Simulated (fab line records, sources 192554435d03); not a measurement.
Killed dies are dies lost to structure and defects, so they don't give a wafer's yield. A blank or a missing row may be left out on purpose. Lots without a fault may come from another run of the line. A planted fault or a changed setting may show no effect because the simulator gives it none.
Which tool did it? | flow n5_finfet | 24 lots, 72 wafers sampled, at 2 steps of a route of 1938

WHAT THE GAUGES READ, wafer by wafer
N5_BEOL_M12_OVL_MEAS_29.
lot  | measured     | on         | M12_OVL (nm)
L075 | day 10 16:31 | overlay-01 | 3 2 2
L074 | day 11 03:58 | overlay-01 | 8 3 -1
L076 | day 11 04:16 | overlay-01 | -3 -3 0
L078 | day 11 23:00 | overlay-01 | 4 7 -6
L077 | day 12 01:08 | overlay-02 | 3 6 5
L080 | day 12 01:28 | overlay-01 | -2 1 -2
L079 | day 12 05:05 | overlay-01 | 6 2 3
L081 | day 12 08:08 | overlay-02 | 4 7 -2
L082 | day 12 23:11 | overlay-01 | 13 16 4
L084 | day 13 11:29 | overlay-01 | 8 7 10
L085 | day 13 11:52 | overlay-02 | -1 0 4
L083 | day 13 12:12 | overlay-02 | -3 6 -2
L086 | day 13 16:00 | overlay-02 | 1 2 -8
L087 | day 13 18:31 | overlay-01 | -7 6 -2
L088 | day 14 01:23 | overlay-01 | 4 3 2
L091 | day 15 00:47 | overlay-01 | 4 5 8
L089 | day 15 04:02 | overlay-02 | 1 9 14
L090 | day 15 07:09 | overlay-01 | 1 7 5
L093 | day 15 08:52 | overlay-01 | 12 7 13
L092 | day 15 15:31 | overlay-02 | 15 7 3
L095 | day 16 07:37 | overlay-02 | 2 -1 1
L094 | day 16 08:01 | overlay-02 | -10 0 1
L096 | day 16 13:10 | overlay-02 | 13 2 8
L097 | day 16 14:33 | overlay-02 | -7 -6 0

WHICH TOOL RAN EACH LOT (tool, then ch and the chambers of the sampled wafers, then the start)
lot  | N5_BEOL_M12_ETCH_59
L075 | rie_diel-06 ch 0,1,3, day 10 15:35
L074 | rie_diel-06 ch 1,2, day 11 03:02
L076 | rie_diel-06 ch 0,1,2, day 11 03:28
L078 | rie_diel-02 ch 1,3, day 11 22:11
L077 | rie_diel-03 ch 0,1,3, day 12 00:12
L080 | rie_diel-06 ch 0,2,3, day 12 00:31
L079 | rie_diel-06 ch 1,2, day 12 04:16
L081 | rie_diel-03 ch 0,1,3, day 12 07:19
L082 | rie_diel-02 ch 0,1,2, day 12 22:15
L084 | rie_diel-02 ch 0,2, day 13 10:40
L085 | rie_diel-02 ch 0,2,3, day 13 10:56
L083 | rie_diel-02 ch 1,2,3, day 13 11:15
L086 | rie_diel-02 ch 2,3, day 13 14:58
L087 | rie_diel-03 ch 0,1,3, day 13 17:42
L088 | rie_diel-02 ch 2,3, day 14 00:35
L091 | rie_diel-03 ch 1,2,3, day 14 23:58
L089 | rie_diel-03 ch 0,2, day 15 03:05
L090 | rie_diel-06 ch 0,1,3, day 15 06:13
L093 | rie_diel-03 ch 0,2,3, day 15 07:55
L092 | rie_diel-03 ch 0,2,3, day 15 14:34
L095 | rie_diel-06 ch 1,2, day 16 06:46
L094 | rie_diel-06 ch 0,1, day 16 07:10
L096 | rie_diel-02 ch 2,3, day 16 12:13
L097 | rie_diel-02 ch 0,2,3, day 16 13:44
- N5_BEOL_M12_ETCH_59: etches BARC in N2/H2, target depth 89 nm, overetch 26.7 nm, time 67.9 s.

WHAT THE TOOLS THEMSELVES READ (means of the sampled wafers that have a number; where no wafer has one, the mark that the record gives instead)
N5_BEOL_M12_ETCH_59.
lot  | tool        | drypump_motor_current_A (A) | oes_product_au (a.u.) | rf_vpp_V (V) | showerhead_plenum_p_Torr (Torr) | throttle_valve_pct (%)
L075 | rie_diel-06 | 6.0                         | 0.69                  | 525.3        | 2.60                            | 17.64
L074 | rie_diel-06 | 5.8                         | 0.68                  | 523.0        | 2.48                            | 17.69
L076 | rie_diel-06 | 5.8                         | 0.69                  | 524.8        | 2.57                            | 17.63
L078 | rie_diel-02 | 5.4                         | 0.74                  | 525.1        | 2.58                            | 17.53
L077 | rie_diel-03 | 5.8                         | 0.70                  | 525.6        | 2.60                            | 17.89
L080 | rie_diel-06 | 5.7                         | 0.69                  | 527.2        | 2.65                            | 17.61
L079 | rie_diel-06 | 5.8                         | 0.67                  | 522.7        | 2.48                            | 17.71
L081 | rie_diel-03 | 5.9                         | 0.70                  | 525.8        | 2.60                            | 17.90
L082 | rie_diel-02 | 5.9                         | 0.76                  | 522.4        | 2.51                            | 17.76
L084 | rie_diel-02 | 6.2                         | 0.74                  | 522.5        | 2.47                            | 17.98
L085 | rie_diel-02 | 5.7                         | 0.72                  | 522.3        | 2.50                            | 17.81
L083 | rie_diel-02 | 5.4                         | 0.73                  | 524.0        | 2.54                            | 17.57
L086 | rie_diel-02 | 5.1                         | 0.70                  | 522.9        | 2.53                            | 17.64
L087 | rie_diel-03 | 5.8                         | 0.69                  | 526.3        | 2.60                            | 17.93
L088 | rie_diel-02 | 5.1                         | 0.69                  | 523.3        | 2.53                            | 17.63
L091 | rie_diel-03 | 5.6                         | 0.70                  | 526.5        | 2.64                            | 17.93
L089 | rie_diel-03 | 5.7                         | 0.68                  | 526.4        | 2.64                            | 18.28
L090 | rie_diel-06 | 6.0                         | 0.65                  | 525.7        | 2.58                            | 17.72
L093 | rie_diel-03 | 5.8                         | 0.68                  | 525.2        | 2.60                            | 18.16
L092 | rie_diel-03 | 5.8                         | 0.67                  | 523.9        | 2.59                            | 18.18
L095 | rie_diel-06 | 5.8                         | 0.64                  | 522.0        | 2.46                            | 17.77
L094 | rie_diel-06 | 6.1                         | 0.63                  | 523.0        | 2.50                            | 17.77
L096 | rie_diel-02 | 5.1                         | 0.68                  | 522.9        | 2.52                            | 17.65
L097 | rie_diel-02 | 5.6                         | 0.70                  | 522.9        | 2.50                            | 17.83

THE ANSWER, worked out from the rows above alone
Rule: what is usual is taken from the lots themselves. Put in order of their means at a reading, lots are off if they are a third of the lots or fewer, leave a main group of 4 or more, and stand apart from it by a gap of 3 or more times the standard deviation of the main group's means; of several such gaps the widest counts. A main group whose means are all the same, to the digits that the tables above print for the reading, isn't used. A lot without any number at a reading at which 4 lots or more have one is off too. The other lots that the step has rows for count as sound. The gauges are gone through in route order, then the tools' own readings, and for those a lot's mean is taken as printed above. The first step at which some lot is off is used, and at that step the reading that is off furthest; a lot without a number counts as furthest.
No lot is off at any reading shown: from this, nothing can be told.

WHAT THE SIMULATOR HAD PUT IN
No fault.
